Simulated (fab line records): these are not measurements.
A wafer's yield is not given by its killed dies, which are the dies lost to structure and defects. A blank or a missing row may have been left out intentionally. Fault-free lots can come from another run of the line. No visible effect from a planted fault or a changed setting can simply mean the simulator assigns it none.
What tool caused it? -- flow nand_harc -- 15 lots, 45 wafers sampled, at 4 steps of a route of 1159

== WHAT THE GAUGES READ, wafer by wafer ==
No reading from a measuring or inspecting step in the record can be judged against a usual standard deviation.

== WHAT TOOL EACH LOT RAN ON (gives the tool, then ch and the chambers of the sampled wafers, and finally the start) ==
lot,NHARC_A_BLC_CVD_24,NHARC_A_BLC_CMP_25,NHARC_A_M0_EXPOSE_06,NHARC_A_M0_ETCH_15
L244,"cvd_w-01 ch 0,1, day 17 23:26 or earlier","cmp-04 ch 0,1,3, day 17 23:26","arfi_scanner-01 ch 0, day 18 00:27","rie_diel-04 ch 0,3, no start"
L245,"cvd_w-02 ch 0,1, day 18 02:06 or earlier","cmp-04 ch 0,1,3, day 18 02:06","arfi_scanner-01 ch 0, day 18 03:13","rie_diel-02 ch 0,2,3, no start"
L247,"cvd_w-02 ch 0,1, day 18 04:36 or earlier","cmp-04 ch 1,2,3, day 18 04:36","arfi_scanner-03 ch 0, day 18 05:45","rie_diel-02 ch 1,2,3, no start"
L246,"cvd_w-01 ch 0,1, day 18 05:35 or earlier","cmp-03 ch 0,2,3, day 18 05:35","arfi_scanner-02 ch 0, day 18 06:53","rie_diel-04 ch 1,3, no start"
L249,"cvd_w-01 ch 0,1, day 18 23:58 or earlier","cmp-04 ch 0,1,3, day 18 23:58","arfi_scanner-02 ch 0, day 19 01:00","rie_diel-13 ch 1,2,3, no start"
L248,"cvd_w-01 ch 1, day 19 03:15 or earlier","cmp-03 ch 1,2,3, day 19 03:15","arfi_scanner-01 ch 0, day 19 04:28","rie_diel-02 ch 1,2,3, no start"
L250,"cvd_w-01 ch 0,1, day 19 04:37 or earlier","cmp-03 ch 0,1,2, day 19 04:37","arfi_scanner-03 ch 0, day 19 05:46","rie_diel-04 ch 0,2,3, no start"
L260,"cvd_w-01 ch 0,1, day 22 05:32 or earlier","cmp-03 ch 0,1, day 22 05:32","arfi_scanner-03, day 22 06:44","rie_diel-04 ch 0,3, no start"
L259,"cvd_w-01 ch 1, day 22 05:59 or earlier","cmp-04 ch 0,1,3, day 22 05:59","arfi_scanner-03, day 22 07:00","rie_diel-13 ch 1,2, no start"
L261,"cvd_w-01 ch 0,1, day 22 07:34 or earlier","cmp-03 ch 0,1,2, day 22 07:34","arfi_scanner-03 ch 0, day 22 08:57","rie_diel-04 ch 0,1, no start"
L258,"cvd_w-02 ch 0,1, day 22 07:34 or earlier","cmp-02 ch 0,1,2, day 22 07:34","arfi_scanner-02, day 22 09:07","rie_diel-04 ch 1,2, no start"
L264,"cvd_w-01 ch 0,1, day 22 15:17 or earlier","cmp-04 ch 0,1,2, day 22 15:17","arfi_scanner-03 ch 0, day 22 16:27","rie_diel-02 ch 0,2,3, no start"
L263,"cvd_w-01 ch 0,1, day 22 15:45 or earlier","cmp-04 ch 1,2, day 22 15:45","arfi_scanner-02 ch 0, day 22 17:11","rie_diel-04 ch 0,1, no start"
L267,"cvd_w-01 ch 0,1, day 23 01:54 or earlier","cmp-03 ch 0,2, day 23 01:54","arfi_scanner-02 ch 0, day 23 03:02","rie_diel-13 ch 2,3, no start"
L266,"cvd_w-01 ch 0,1, day 23 05:59 or earlier","cmp-03 ch 2,3, day 23 05:59","arfi_scanner-02 ch 0, day 23 07:04","rie_diel-13 ch 0,2,3, no start"
- NHARC_A_BLC_CVD_24: deposits W, target thk 150 nm, time 434 s.
- NHARC_A_BLC_CMP_25: polishes, t overpolish 30 s, target thk 150 nm.
- NHARC_A_M0_EXPOSE_06: exposes mask A M0, target cd 80 nm.
- NHARC_A_M0_ETCH_15: etches the open film in C4F8/Ar, target depth 150 nm, overetch 15 nm, time 82.5 s.

== AS READ BY THE TOOLS THEMSELVES (means over the sampled wafers that have a number; for cases with no such wafer, the mark the record gives instead) ==
NHARC_A_BLC_CVD_24. Usual: heater_power_outer_w 288 W, standard deviation 26; heater_power_w 500 W, standard deviation 39; mfc_h2_sccm 1600 sccm, standard deviation 4.9; throttle_valve_pct 7.81 %, standard deviation 0.2.
lot,tool,heater_power_outer_w (W),heater_power_w (W),mfc_h2_sccm (sccm),throttle_valve_pct (%),flag
L244,cvd_w-01,296,499,1602,7.79,
L245,cvd_w-02,278,483,1595,7.85,
L247,cvd_w-02,291,493,1600,7.92,
L246,cvd_w-01,274,469,1602,7.71,
L249,cvd_w-01,275,467,1599,7.81,
L248,cvd_w-01,251,448,1598,7.89,
L250,cvd_w-01,272,480,1601,7.99,
L260,cvd_w-01,289,496,1604,7.65,
L259,cvd_w-01,270,469,1598,7.62,
L261,cvd_w-01,303,523,1597,7.60,
L258,cvd_w-02,293,498,1597,7.97,
L264,cvd_w-01,304,517,1599,7.64,
L263,cvd_w-01,288,498,1600,7.81,
L267,cvd_w-01,301,516,1602,7.72,
L266,cvd_w-01,287,500,1598,7.79,

NHARC_A_BLC_CMP_25. Usual: motor_current_A 12.2 A, standard deviation 1.2; overpolish_run_s 30.000 s, standard deviation 0.009; retaining_ring_pressure_frac 1.000, standard deviation 0.0051; time_to_endpoint_s 28.1 s, standard deviation 2.8.
lot,tool,motor_current_A (A),overpolish_run_s (s),retaining_ring_pressure_frac,time_to_endpoint_s (s),flag
L244,cmp-04,13.3,29.992,0.998,28.5,
L245,cmp-04,13.5,30.007,1.001,27.5,
L247,cmp-04,13.7,30.008,0.999,27.7,
L246,cmp-03,11.3,29.997,0.997,26.2,
L249,cmp-04,13.6,30.000,1.004,29.0,
L248,cmp-03,11.8,30.004,0.999,27.8,
L250,cmp-03,11.6,29.999,0.999,30.5,
L260,cmp-03,11.2,29.997,0.998,29.4,
L259,cmp-04,13.3,29.994,1.006,24.2,
L261,cmp-03,11.3,30.002,1.004,27.5,
L258,cmp-02,12.8,30.001,0.995,30.7,
L264,cmp-04,12.7,30.006,1.005,25.5,
L263,cmp-04,13.1,29.999,1.004,25.6,
L267,cmp-03,11.1,29.997,0.996,27.5,
L266,cmp-03,11.2,29.997,0.999,26.4,

NHARC_A_M0_EXPOSE_06. Usual: exposure_dose_mJ_cm2 83.25, standard deviation 0.068; focus_offset_nm 0.0 nm, standard deviation 0.55.
lot,tool,exposure_dose_mJ_cm2,focus_offset_nm (nm),flag
L244,arfi_scanner-01,83.26,-0.1,
L245,arfi_scanner-01,83.27,-0.7,
L247,arfi_scanner-03,83.22,0.3,
L246,arfi_scanner-02,83.25,0.2,
L249,arfi_scanner-02,83.26,0.4,
L248,arfi_scanner-01,83.25,0.6,
L250,arfi_scanner-03,83.19,-0.4,
L260,arfi_scanner-03,-,-,OFF
L259,arfi_scanner-03,-,-,OFF
L261,arfi_scanner-03,83.22,0.9,
L258,arfi_scanner-02,-,-,OFF
L264,arfi_scanner-03,83.30,0.2,
L263,arfi_scanner-02,83.17,-0.3,
L267,arfi_scanner-02,83.23,-0.8,
L266,arfi_scanner-02,83.29,0.3,

NHARC_A_M0_ETCH_15. Usual: oes_product_au 0.956 a.u., standard deviation 0.023; rf_vpp_V 442.0 V, standard deviation 2.6.
lot,tool,oes_product_au (a.u.),rf_vpp_V (V),flag
L244,rie_diel-04,0.934,443.6,
L245,rie_diel-02,0.939,443.6,
L247,rie_diel-02,0.970,443.5,
L246,rie_diel-04,0.965,444.2,
L249,rie_diel-13,0.932,440.0,
L248,rie_diel-02,0.931,443.7,
L250,rie_diel-04,0.933,442.2,
L260,rie_diel-04,0.960,443.9,
L259,rie_diel-13,0.966,440.8,
L261,rie_diel-04,0.970,443.5,
L258,rie_diel-04,0.951,440.4,
L264,rie_diel-02,0.961,442.9,
L263,rie_diel-04,0.976,442.3,
L267,rie_diel-13,0.975,440.5,
L266,rie_diel-13,0.983,438.9,

== THE ANSWER, worked out from the rows above alone ==
Rule: a lot counts as off when the mean over its wafers that have a number is more than 3 standard deviations away from the usual mean. A lot without any number at a reading at which 4 lots or more have one is off too. Where the step has rows for the other lots, those lots are counted as sound. The gauges are gone through in route order, then the tools' own readings, and for those a lot's mean is taken as printed above. At the first step where some lot is off, the reading lying furthest off is the one used; lots without a number count as furthest.
Off at NHARC_A_M0_EXPOSE_06 (exposure_dose_mJ_cm2): L260, L259, L258. Without a number there: L260, L259, L258.
If a tool, at that step or one of the process steps before it, ran each lot that is off and ran no sound lot following the first of them, it fits. Because NHARC_A_BLC_CVD_24 lacks a start for some lots, the hours and order of its lots are taken from NHARC_A_BLC_CMP_25. No candidate that was tried fits.

== WHAT THE SIMULATOR PUT IN ==
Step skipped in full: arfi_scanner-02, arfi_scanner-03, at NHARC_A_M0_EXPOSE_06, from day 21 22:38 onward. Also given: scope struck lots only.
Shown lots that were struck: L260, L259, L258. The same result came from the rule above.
